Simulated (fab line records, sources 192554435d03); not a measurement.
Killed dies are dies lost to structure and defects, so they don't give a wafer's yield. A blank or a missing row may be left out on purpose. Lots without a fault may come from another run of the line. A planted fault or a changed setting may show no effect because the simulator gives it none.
Problem report in the 8D (eight disciplines) form, filled by code | flow n5_finfet | the parts of the form that need people (team, actions taken, sign-off) are left out

1. THE PROBLEM
raw_defect_count at N5_BEOL_M9_INSPECT_58 reads a mean of 526 on 2 wafers of 2 lots; wafers without a fault read 71 with a standard deviation of 22. That is +21 standard deviations from the usual mean.
The step: inspects for defects (darkfield).
First seen on wafer L862.4, day 13 07:15, on defect_inspect-01. The record holds 30 wafers of 10 lots with a number at this step. Rule for "out", or "out of limits": more than 4 standard deviations from the usual mean. The other wafers with a number count as sound.

2. WHAT IT IS AND WHAT IT IS NOT
question                    | is                                   | is not
which readings at this step | raw_defect_count                     | -
which lots                  | L862, L864                           | L850, L853, L855, L857, L858, L871, L872, L873
which wafers of those lots  | L862.4, L864.2                       | L862.3, L862.6, L864.4, L864.6
read on which gauges        | defect_inspect-01, defect_inspect-02 | -
when                        | from day 13 07:15                    | up to then (17 sound wafers); but 11 sound wafers of L864, L871, L872, L873 came after

3. SUSPECTS, AND WHAT RULES EACH OUT
Counting: a tool at a process step up to the reading stays a suspect if it ran every lot that is out. Sound lots after the first of them don't rule it out here, since some wafers of a struck lot are sound.
- the gauge at N5_BEOL_M9_INSPECT_58: ruled out. The wafers that are out were read on 2 gauges (defect_inspect-01, defect_inspect-02).
- rie_diel-05 at N5_BEOL_M9_STRIP_36 (strips in N2/H2): kept. It ran every lot that is out, first L862 (day 13 04:18).
- cmp-04 at N5_BEOL_M9_CMP_52 (polishes, stops on SiCOH lowk, t overpolish 7 s, target thk 140 nm): kept. It ran every lot that is out, first L862 (day 13 06:50); its last sound lot up to then is L857 (day 12 15:25).
- Within cmp-04 at N5_BEOL_M9_CMP_52: the wafers that are out ran in chamber 0; their sound lot-mates ran in chamber 3.
Left after counting: rie_diel-05 at N5_BEOL_M9_STRIP_36, cmp-04 at N5_BEOL_M9_CMP_52.

4. THE CAUSE (what the simulator had put in)
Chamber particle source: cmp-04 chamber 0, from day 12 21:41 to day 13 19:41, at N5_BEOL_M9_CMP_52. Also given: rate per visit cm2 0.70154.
Counting left 2 suspects, and this tool is among them.

5. THE CHAIN OF EFFECTS, in route order
Each row: a reading whose mean over the struck wafers that have a number lies more than 3 standard deviations from the usual. Only readings for which the record gives a usual standard deviation are gone through. hours: the time from each lot's start at the first step in this table that gives one to its start at this step, as a median over the lots. sigmas: the change in usual standard deviations.
hours | step                    | reading              | usual  | on struck wafers | change | sigmas
0     | N5_BEOL_M9_INSPECT_58   | raw_defect_count     | 71     | 526              | +455   | +21
2     | N5_BEOL_M10_INSPECT_13  | raw_defect_count     | 421    | 822              | +402   | +4.8
5     | N5_BEOL_M10_INSPECT_30  | raw_defect_count     | 422    | 832              | +410   | +4.8
64    | N5_PASSIVATION_PROBE_49 | defect_limited_yield | 91.1 % | 65.2             | -25.8  | -18
64    | N5_PASSIVATION_PROBE_49 | killed_at_M4_up      | 13     | 344              | +330   | +65
64    | N5_PASSIVATION_PROBE_49 | killed_dies          | 105    | 410              | +306   | +19
64    | N5_PASSIVATION_PROBE_49 | killed_on_rim        | 13     | 50               | +38    | +9.1
64    | N5_PASSIVATION_PROBE_49 | sort_bin_5_function  | 5.2 %  | 21.7             | +16.5  | +19
64    | N5_PASSIVATION_PROBE_49 | sort_bin_6_memory    | 3.3 %  | 11.1             | +7.8   | +11
64    | N5_PASSIVATION_PROBE_49 | sort_n_pass          | 1074   | 770              | -304   | -18
64    | N5_PASSIVATION_PROBE_49 | sort_yield_pct       | 91.0 % | 65.2             | -25.8  | -17
The process steps in it:
- N5_PASSIVATION_PROBE_49

6. WHAT WOULD HAVE CAUGHT IT SOONER
In this record the first reading out of limits at a measuring or inspecting step was taken at day 13 07:15, 10 hours after the fault began at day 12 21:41.
Of the tool readings at N5_BEOL_M9_CMP_52 for which the record gives a usual standard deviation, none was out on any struck wafer, so an alarm limit of 4 standard deviations on them would not have fired.
Of the lots that are out (2), L864 began N5_BEOL_M9_CMP_52 on cmp-04 after day 13 07:15. A hold on the tool at that time would have spared it.
